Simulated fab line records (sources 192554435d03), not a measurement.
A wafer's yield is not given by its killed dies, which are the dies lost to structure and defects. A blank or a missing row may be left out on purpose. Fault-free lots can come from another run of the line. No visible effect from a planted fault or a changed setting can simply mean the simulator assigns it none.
fab line records -- flow n5_finfet
record: lots: 11, wafers: 33, last_day: 18
route steps=1938 shown BEOL_M0@732 BEOL_M1@752 BEOL_M4@1111 PASSIVATION@1936
lots that met no fault: taken from a fault-free run of the same line
start_h: hours from the record's first day to the start of the lot's first wafer shown -- wait_h: hours elapsed since this lot's preceding step -- " same as the row above -- L1.1+2: several wafers, shown together as one row -- - no value, or no start given -- * or withheld: withheld -- < > ~ a bound
route shown NAME@n: names a module that has steps shown in the file, with the first one's number in the route -- usual: the fault-free wafers' mean and standard deviation -- same: alike in all rows -- chamber/n: place in a boat -- sites: readings site by site -- _std_site: the values' standard deviation -- _edge_site: mean of outer sites minus mean of inner sites -- radius_mm: how far each site lies from the wafer's centre -- mask NAME#n: copy n -- behind: tool/chamber where the wafer was last shaped -- hold: the reason the lot was held/the length of the hold in hours/how it ended -- device: the n, p or np transistor that did not switch -- end of line: at the end of the route, the tests of the same wafers -- for a step that has no rows: nothing shown but its recipe -- killed: count of dies lost to structure and defects at first sort (not the wafer's yield) -- map: a wafer's dies, x killed, . not, _ none there
set.NAME: the setting the step ran with; set.NAME@STEP: the setting that earlier step ran with -- model.NAME: the simulator's own value behind a step, which no gauge read
one table for each step of the route and one row for each wafer, over a sample of lots
services: the hour from which a tool's chamber was out of use, counted from the record's first day as start_h (under 0 if before that day), plus the number of hours and why
== steps ==
step: N5_BEOL_M0_SURFACE_TREAT_137
recipe: gas: Ar, time_s: *, ion_energy_ev: *, ion_current_ma_cm2: 0.5, pressure_mtorr: *, ar_flow_sccm: 30
usual: throttle_valve_pct: *
lot.wafer,tool,chamber,start_h,wait_h,throttle_valve_pct
L760.4,pvd_sputter-01,-,117.51,0.1,*
L760.5,pvd_sputter-01,-,117.51,0.1,*
L760.6,pvd_sputter-01,-,117.51,0.1,*
L763.1,pvd_sputter-01,-,136.67,1.9,*
L763.2,pvd_sputter-01,-,136.67,1.9,*
L763.5,pvd_sputter-01,-,136.67,1.9,*
L765.3,pvd_sputter-02,-,156.19,0.2,*
L765.4,pvd_sputter-02,-,156.19,0.2,*
L765.5,pvd_sputter-02,-,156.19,0.2,*
L768.1,pvd_sputter-02,-,175.58,0.1,*
L768.3,pvd_sputter-02,-,175.58,0.1,*
L768.5,pvd_sputter-02,-,175.58,0.1,*
L773.3,pvd_sputter-03,-,190.03,0.2,*
L773.4,pvd_sputter-03,-,190.03,0.2,*
L773.5,pvd_sputter-03,-,190.03,0.2,*
L775.2,pvd_sputter-03,-,212.58,1.3,*
L775.3,pvd_sputter-03,-,212.58,1.3,*
L775.5,pvd_sputter-03,-,212.58,1.3,*
L776.3,pvd_sputter-01,-,224.18,0.4,*
L776.4,pvd_sputter-01,-,224.18,0.4,*
L776.5,pvd_sputter-01,-,224.18,0.4,*
L778.1,pvd_sputter-03,-,226.96,0.3,*
L778.2,pvd_sputter-03,-,226.96,0.3,*
L778.3,pvd_sputter-03,-,226.96,0.3,*
L779.2,pvd_sputter-01,-,232.20,1.7,*
L779.3,pvd_sputter-01,-,232.20,1.7,*
L779.4,pvd_sputter-01,-,232.20,1.7,*
L781.2,pvd_sputter-02,-,255.55,1.8,*
L781.3,pvd_sputter-02,-,255.55,1.8,*
L781.4,pvd_sputter-02,-,255.55,1.8,*
L782.1,pvd_sputter-03,-,267.26,0.2,*
L782.2,pvd_sputter-03,-,267.26,0.2,*
L782.4,pvd_sputter-03,-,267.26,0.2,*
step: N5_BEOL_M0_PRE_CLEAN_131
recipe: gas: NH3/H2, time_s: 15, temp_c: *, rf_power_w: 300
usual: heater_power_w: 84/17
lot.wafer,tool,chamber,start_h,wait_h,heater_power_w
L760.4,cvd_co-02,0,119.28,0.1,110
L760.5,cvd_co-02,0,119.28,0.1,111
L760.6,cvd_co-02,2,119.28,0.1,65
L763.1,cvd_co-01,1,139.16,0.0,80
L763.2,cvd_co-01,0,139.16,0.0,73
L763.5,cvd_co-01,0,139.16,0.0,75
L765.3,cvd_co-01,1,157.61,0.0,82
L765.4,cvd_co-01,0,157.61,0.0,76
L765.5,cvd_co-01,2,157.61,0.0,72
L768.1,cvd_co-02,1,177.26,0.1,97
L768.3,cvd_co-02,2,177.26,0.1,64
L768.5,cvd_co-02,2,177.26,0.1,64
L773.3,cvd_co-01,0,191.66,0.0,74
L773.4,cvd_co-01,0,191.66,0.0,74
L773.5,cvd_co-01,2,191.66,0.0,69
L775.2,cvd_co-01,2,213.98,0.0,70
L775.3,cvd_co-01,0,213.98,0.0,76
L775.5,cvd_co-01,2,213.98,0.0,70
L776.3,cvd_co-01,2,225.61,0.0,70
L776.4,cvd_co-01,2,225.61,0.0,70
L776.5,cvd_co-01,1,225.61,0.0,81
L778.1,cvd_co-01,1,229.95,0.0,81
L778.2,cvd_co-01,2,229.95,0.0,73
L778.3,cvd_co-01,0,229.95,0.0,74
L779.2,cvd_co-02,0,233.97,0.1,115
L779.3,cvd_co-02,1,233.97,0.1,99
L779.4,cvd_co-02,2,233.97,0.1,66
L781.2,cvd_co-02,1,258.62,0.0,101
L781.3,cvd_co-02,2,258.62,0.0,65
L781.4,cvd_co-02,2,258.62,0.0,67
L782.1,cvd_co-01,1,268.76,0.0,81
L782.2,cvd_co-01,0,268.76,0.0,76
L782.4,cvd_co-01,0,268.76,0.0,73
step: N5_BEOL_M1_THK_MEAS_01
recipe: reads: SiOC_of_BEOL_M1_ILD_DEP_00
usual: M1_ILD_THK: 79.3/1
lot.wafer,tool,chamber,start_h,wait_h,M1_ILD_THK[nm]
L760.4,film_metro-02,-,119.68,0.0,80.4
L760.5,film_metro-02,-,119.68,0.0,80.7
L760.6,film_metro-02,-,119.68,0.0,81.7
L763.1,film_metro-02,-,139.51,0.0,80.2
L763.2,film_metro-02,-,139.51,0.0,78.2
L763.5,film_metro-02,-,139.51,0.0,80.1
L765.3,film_metro-02,-,157.96,0.1,80.0
L765.4,film_metro-02,-,157.96,0.1,81.0
L765.5,film_metro-02,-,157.96,0.1,81.3
L768.1,film_metro-02,-,177.61,0.0,78.4
L768.3,film_metro-02,-,177.61,0.0,78.7
L768.5,film_metro-02,-,177.61,0.0,80.0
L773.3,film_metro-01,-,192.03,0.1,78.1
L773.4,film_metro-01,-,192.03,0.1,78.0
L773.5,film_metro-01,-,192.03,0.1,77.7
L775.2,film_metro-02,-,214.33,0.1,77.4
L775.3,film_metro-02,-,214.33,0.1,79.1
L775.5,film_metro-02,-,214.33,0.1,80.8
L776.3,film_metro-01,-,225.97,0.1,77.9
L776.4,film_metro-01,-,225.97,0.1,80.2
L776.5,film_metro-01,-,225.97,0.1,79.1
L778.1,film_metro-02,-,230.30,0.0,79.1
L778.2,film_metro-02,-,230.30,0.0,79.1
L778.3,film_metro-02,-,230.30,0.0,78.9
L779.2,film_metro-02,-,234.32,0.1,79.3
L779.3,film_metro-02,-,234.32,0.1,78.8
L779.4,film_metro-02,-,234.32,0.1,81.0
L781.2,film_metro-01,-,258.97,0.1,77.0
L781.3,film_metro-01,-,258.97,0.1,77.8
L781.4,film_metro-01,-,258.97,0.1,78.8
L782.1,film_metro-02,-,269.11,0.0,78.7
L782.2,film_metro-02,-,269.11,0.0,79.5
L782.4,film_metro-02,-,269.11,0.0,80.4
step: N5_BEOL_M1_COAT_73
recipe: resist: underlayer, temp_c: 205, time_s: 60, spin_rpm: 1500, resist_thk_nm: 5
usual: exhaust_pa: 45.0/0.82, spin_speed_rpm: 1500.0/0.81
lot.wafer,tool,chamber,start_h,wait_h,exhaust_pa,spin_speed_rpm
L760.4,litho_track-04,0,120.13,-,45.1,1499.3
L760.5,litho_track-04,0,120.13,-,44.2,1499.1
L760.6,litho_track-04,0,120.13,-,44.3,1498.2
L763.1,litho_track-04,0,139.92,-,45.1,1436.0
L763.2,litho_track-04,0,139.92,-,44.0,1435.4
L763.5,litho_track-04,0,139.92,-,46.3,1437.3
L765.3,litho_track-02,0,158.57,-,45.1,1500.8
L765.4,litho_track-02,0,158.57,-,45.4,1499.4
L765.5,litho_track-02,0,158.57,-,44.1,1500.3
L768.1,litho_track-04,0,181.06,-,44.8,1437.7
L768.3,litho_track-04,0,181.06,-,45.9,1438.9
L768.5,litho_track-04,0,181.06,-,44.8,1436.5
L773.3,litho_track-02,0,192.30,-,44.9,1499.0
L773.4,litho_track-02,0,192.30,-,46.2,1500.1
L773.5,litho_track-02,0,192.30,-,44.6,1499.5
L775.2,litho_track-02,0,214.56,-,45.0,1498.6
L775.3,litho_track-02,0,214.56,-,45.1,1499.8
L775.5,litho_track-02,0,214.56,-,45.4,1500.4
L776.3,litho_track-02,0,226.84,-,45.0,1501.3
L776.4,litho_track-02,0,226.84,-,45.0,1499.7
L776.5,litho_track-02,0,226.84,-,46.4,1499.0
L778.1,litho_track-04,0,233.01,-,45.5,1500.9
L778.2,litho_track-04,0,233.01,-,44.6,1501.1
L778.3,litho_track-04,0,233.01,-,46.0,1498.9
L779.2,litho_track-01,0,236.81,-,44.4,1499.2
L779.3,litho_track-01,0,236.81,-,44.6,1500.1
L779.4,litho_track-01,0,236.81,-,44.2,1500.0
L781.2,litho_track-02,0,262.29,-,45.4,1500.6
L781.3,litho_track-02,0,262.29,-,44.5,1499.3
L781.4,litho_track-02,0,262.29,-,45.7,1499.4
L782.1,litho_track-02,0,269.83,-,44.4,1499.9
L782.2,litho_track-02,0,269.83,-,42.9,1499.6
L782.4,litho_track-02,0,269.83,-,43.7,1499.8
step: N5_BEOL_M4_RC_MEAS_101
usual: DIBL_N: 36.0/1.9, DIBL_P: 36.0/2.1, IOFF_N: 0.155/0.029, IOFF_P: 0.20/0.032, ION_N: 672/11, ION_P: 461/6.9, SS_N: 71.5/0.58, SS_P: 73.2/0.64, VT_N: 250.4/2.9, VT_P: -251.0/2.8
lot.wafer,tool,chamber,start_h,wait_h,DIBL_N[mV/V],DIBL_P[mV/V],IOFF_N[nA/um],IOFF_P[nA/um],ION_N[uA/um],ION_P[uA/um],SS_N[mV/dec],SS_P[mV/dec],VT_N[mV],VT_P[mV]
L760.4,prober-02,0,180.36,0.5,34.5,33.8,0.124,0.16,676,455,70.4,72.2,254.2,-256.0
L760.5,prober-02,0,180.36,0.5,35.0,35.0,0.131,0.17,659,446,71.1,72.5,253.3,-252.8
L760.6,prober-02,0,180.36,0.5,35.1,34.7,0.136,0.16,661,451,70.7,72.9,251.9,-257.8
L763.1,prober-02,0,187.11,0.0,38.1,39.4,0.192,0.26,696,475,71.6,74.1,247.3,-244.9
L763.2,prober-02,0,187.11,0.0,39.6,40.4,0.218,0.27,682,466,72.0,73.4,244.8,-248.1
L763.5,prober-02,0,187.11,0.0,39.5,39.7,0.213,0.27,705,478,71.0,73.7,247.4,-247.3
L765.3,prober-02,0,214.62,0.3,40.6,39.6,0.218,0.27,676,465,72.8,74.5,248.8,-248.0
L765.4,prober-02,0,214.62,0.3,39.2,39.2,0.194,0.25,686,466,72.2,74.2,246.9,-246.9
L765.5,prober-02,0,214.62,0.3,41.7,41.4,0.236,0.30,678,467,72.6,74.4,246.5,-246.9
L768.1,prober-01,0,227.73,0.0,38.1,38.0,0.178,0.22,688,468,71.8,73.3,247.4,-249.7
L768.3,prober-01,0,227.73,0.0,35.3,34.2,0.125,0.17,671,459,71.0,72.6,253.8,-253.8
L768.5,prober-01,0,227.73,0.0,37.7,37.6,0.177,0.21,690,464,71.1,73.1,247.6,-250.1
L773.3,prober-01,0,246.81,0.3,35.9,36.1,0.174,0.21,683,463,71.9,73.4,245.5,-251.0
L773.4,prober-01,0,246.81,0.3,34.2,34.0,0.141,0.17,652,451,71.5,73.0,252.5,-252.2
L773.5,prober-01,0,246.81,0.3,37.2,36.8,0.195,0.22,689,462,72.0,74.3,247.2,-251.3
L775.2,prober-01,0,264.08,0.2,36.6,38.4,0.167,0.22,683,465,71.1,73.3,248.6,-251.8
L775.3,prober-01,0,264.08,0.2,35.1,36.3,0.144,0.18,680,463,71.1,73.1,249.2,-254.8
L775.5,prober-01,0,264.08,0.2,34.9,36.3,0.143,0.19,673,463,71.4,72.7,248.6,-253.8
L776.3,prober-02,0,279.82,0.3,36.1,36.5,0.134,0.18,661,454,71.1,72.7,256.5,-253.1
L776.4,prober-02,0,279.82,0.3,38.4,39.7,0.181,0.22,688,462,71.6,74.1,251.6,-251.1
L776.5,prober-02,0,279.82,0.3,40.0,41.4,0.216,0.26,681,465,72.0,75.0,251.1,-249.7
L778.1,prober-02,0,283.94,0.0,36.7,37.7,0.173,0.23,684,470,71.7,73.8,248.6,-248.9
L778.2,prober-02,0,283.94,0.0,37.2,38.2,0.186,0.24,669,460,71.4,74.2,245.9,-247.8
L778.3,prober-02,0,283.94,0.0,38.1,40.4,0.202,0.28,688,475,72.0,74.6,245.9,-245.5
L779.2,prober-02,0,288.21,0.2,35.1,36.4,0.144,0.21,677,467,70.6,73.3,249.4,-251.5
L779.3,prober-02,0,288.21,0.2,32.9,34.1,0.119,0.18,654,453,70.8,72.2,250.0,-251.7
L779.4,prober-02,0,288.21,0.2,35.1,37.0,0.155,0.22,681,469,71.7,73.2,247.5,-249.1
L781.2,prober-02,0,312.04,0.2,33.6,33.1,0.130,0.18,675,467,71.5,72.1,250.5,-250.3
L781.3,prober-02,0,312.04,0.2,32.7,32.2,0.124,0.17,673,464,70.7,72.4,255.6,-251.7
L781.4,prober-02,0,312.04,0.2,34.6,33.9,0.132,0.19,656,457,70.9,72.7,253.0,-251.1
L782.1,prober-01,0,313.78,0.0,34.4,35.1,0.149,0.19,682,466,71.6,73.0,252.9,-249.1
L782.2,prober-01,0,313.78,0.0,33.3,33.1,0.118,0.15,661,450,71.0,72.6,255.5,-255.7
L782.4,prober-01,0,313.78,0.0,32.8,33.0,0.119,0.16,674,462,70.4,72.9,251.2,-253.9
step: N5_PASSIVATION_PROBE_49
usual: defect_limited_yield: 91.0/1.5, killed_at_M0_to_M3: 33/9.4, killed_at_M4_up: 14/4.8, killed_at_contacts: 13/7.3, killed_at_front_end: 43/13, killed_at_other: 3.6/2.9, killed_dies: 106/18, killed_open: 69/13, killed_short: 35/8.2, sort_bin_5_function: 5.3/1, sort_bin_6_memory: 3.3/0.68, sort_bin_8_speed: 0.01/0.027, sort_n_pass: 1074/18, sort_yield_pct: 91.0/1.5
same: gross_dies: 1180, killed_at_back_side: 0, sort_bin_4_leakage[%]: 0
lot.wafer,tool,chamber,start_h,wait_h,defect_limited_yield[%],killed_at_M0_to_M3,killed_at_M4_up,killed_at_contacts,killed_at_front_end,killed_at_other,killed_dies,killed_open,killed_short,sort_bin_5_function[%],sort_bin_6_memory[%],sort_bin_8_speed[%],sort_n_pass,sort_yield_pct[%]
L765.3,prober-01,-,317.13,0.1,95.4,19,11,1,23,0,54,35,19,3.1,1.4,0,1126,95.4
L765.4,prober-01,-,317.18,0.2,95.1,22,10,0,25,1,58,36,20,3.6,1.1,0,1122,95.1
L765.5,prober-01,-,317.23,0.2,93.1,19,13,9,35,5,81,62,19,4.0,2.5,0,1099,93.1
L775.2,prober-01,-,360.96,0.1,92.4,36,12,4,36,2,90,55,31,4.0,3.2,0,1090,92.4
L775.3,prober-01,-,361.01,0.1,90.5,48,21,9,33,1,112,74,34,5.1,3.9,0,1068,90.5
L775.5,prober-01,-,361.11,0.2,91.8,40,10,12,24,11,97,70,23,4.7,3.1,0,1083,91.8
L776.3,prober-02,-,381.59,0.1,91.5,37,14,6,41,2,100,59,38,4.7,3.6,0,1080,91.5
L776.4,prober-02,-,381.64,0.2,92.5,27,14,5,42,1,89,61,22,4.4,2.3,0,1091,92.5
L776.5,prober-02,-,381.69,0.2,89.5,52,16,15,41,0,124,82,41,6.1,4.2,0,1056,89.5
killed by level:class
L765.3 BEOL_M0_SAQP:geometric_particle:short=6 FIN_SAQP:geometric_particle:open=5 BEOL_M4:geometric_particle:open=5 GATE_CUT:geometric_particle:open=4 BEOL_M0_SAQP:geometric_particle:open=4 ILD0:geometric_particle:open=3 GATE_CUT:geometric_particle:short=3 BEOL_M0:geometric_particle:open=3
L765.4 BEOL_M2:geometric_particle:open=8 FIN_SAQP:geometric_particle:open=5 BEOL_M4:geometric_particle:open=5 FIN_SAQP:geometric_particle:short=4 GATE_CUT:geometric_particle:open=4 BEOL_M0_SAQP:geometric_particle:short=4 BEOL_M0:geometric_particle:open=3 BEOL_M1:geometric_particle:open=3
L765.5 FIN_SAQP:geometric_particle:open=11 MOL_CONTACT_COAG:geometric_particle:open=8 STI_FIN_REVEAL:geometric_particle:open=7 BEOL_M1:geometric_particle:open=6 BEOL_M4:geometric_particle:open=5 BEOL_M0:geometric_particle:open=4 FIN_SAQP:geometric_particle:short=3 BEOL_M0_SAQP:geometric_particle:open=3
L775.2 STI_FIN_REVEAL:geometric_particle:open=12 BEOL_M3:geometric_particle:open=12 BEOL_M1:geometric_particle:open=7 BEOL_M0_SAQP:geometric_particle:short=6 GATE_CUT:geometric_particle:short=4 BEOL_M0_SAQP:geometric_particle:open=3 BEOL_M1:geometric_particle:short=3 BEOL_M2:geometric_particle:open=3
L775.3 BEOL_M0_SAQP:geometric_particle:open=13 BEOL_M1:geometric_particle:open=9 BEOL_M2:geometric_particle:open=8 FIN_SAQP:geometric_particle:short=6 GATE_CUT:geometric_particle:short=6 MOL_CONTACT_COAG:geometric_particle:open=6 BEOL_M0_SAQP:geometric_particle:short=6 BEOL_M3:geometric_particle:open=6
L775.5 BEOL_M3:geometric_particle:open=18 MOL_CONTACT_COAG:geometric_particle:open=11 STI_FIN_REVEAL:geometric_particle:open=7 BEOL_M1:geometric_particle:open=6 FIN_SAQP:geometric_particle:open=5 BEOL_M0_SAQP:geometric_particle:open=4 BEOL_M2:geometric_particle:open=4 BEOL_M3:geometric_particle:short=4
L776.3 STI_FIN_REVEAL:geometric_particle:open=14 FIN_SAQP:geometric_particle:short=10 FIN_SAQP:geometric_particle:open=7 BEOL_M0_SAQP:geometric_particle:open=7 BEOL_M0_SAQP:geometric_particle:short=6 BEOL_M3:geometric_particle:short=6 BEOL_M4:geometric_particle:open=6 BEOL_M2:geometric_particle:open=5
L776.4 STI_FIN_REVEAL:geometric_particle:open=12 BEOL_M2:geometric_particle:open=8 BEOL_M0_SAQP:geometric_particle:open=7 FIN_SAQP:geometric_particle:short=6 DUMMY_GATE:geometric_particle:open=5 MOL_CONTACT_COAG:geometric_particle:open=5 BEOL_M8:geometric_particle:open=5 HKMG_FIN:area_etch=5
L776.5 BEOL_M0_SAQP:geometric_particle:open=15 MOL_CONTACT_COAG:geometric_particle:open=13 BEOL_M0_SAQP:geometric_particle:short=12 DUMMY_GATE:geometric_particle:open=9 BEOL_M2:geometric_particle:open=8 BEOL_M3:geometric_particle:open=8 FIN_SAQP:geometric_particle:short=7 STI_FIN_REVEAL:geometric_particle:open=6
== services ==
tool,chamber,start_h,hours,kind
cvd_co-01,-,105.10,0.6,repair
cvd_co-02,-,114.26,2.6,repair
cvd_co-02,1,116.88,-,clean
cvd_co-02,1,116.88,22.0,scheduled_down
cvd_co-02,1,116.88,22.0,vent_cycle
litho_track-04,-,118.72,-,consumable_replace:filter
pvd_sputter-03,-,137.72,2.9,repair
pvd_sputter-03,-,164.10,7.1,repair
cvd_co-01,2,169.77,3.3,repair
cvd_co-02,-,216.98,2.8,pm
== key ==
first_sign: step: N5_BEOL_M1_COAT_73, reading: spin_speed_rpm, direction: down, sigmas: 78, usual: *, struck: *
effect none on later readings
met_at N5_BEOL_M1_COAT_73
struck_lots L763,L768
not_acting_at N5_BEOL_M0_SURFACE_TREAT_137,N5_BEOL_M0_PRE_CLEAN_131,N5_BEOL_M1_THK_MEAS_01
onset_between 120.13 139.92
fault: kind: process_parameter_drift, tool: litho_track-04, chamber: -, onset_h: 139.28, steps: N5_BEOL_M1_COAT_73, channel: spin_rpm, offset: *, shape: step, end_h: 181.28, acts_in: *, stated: *
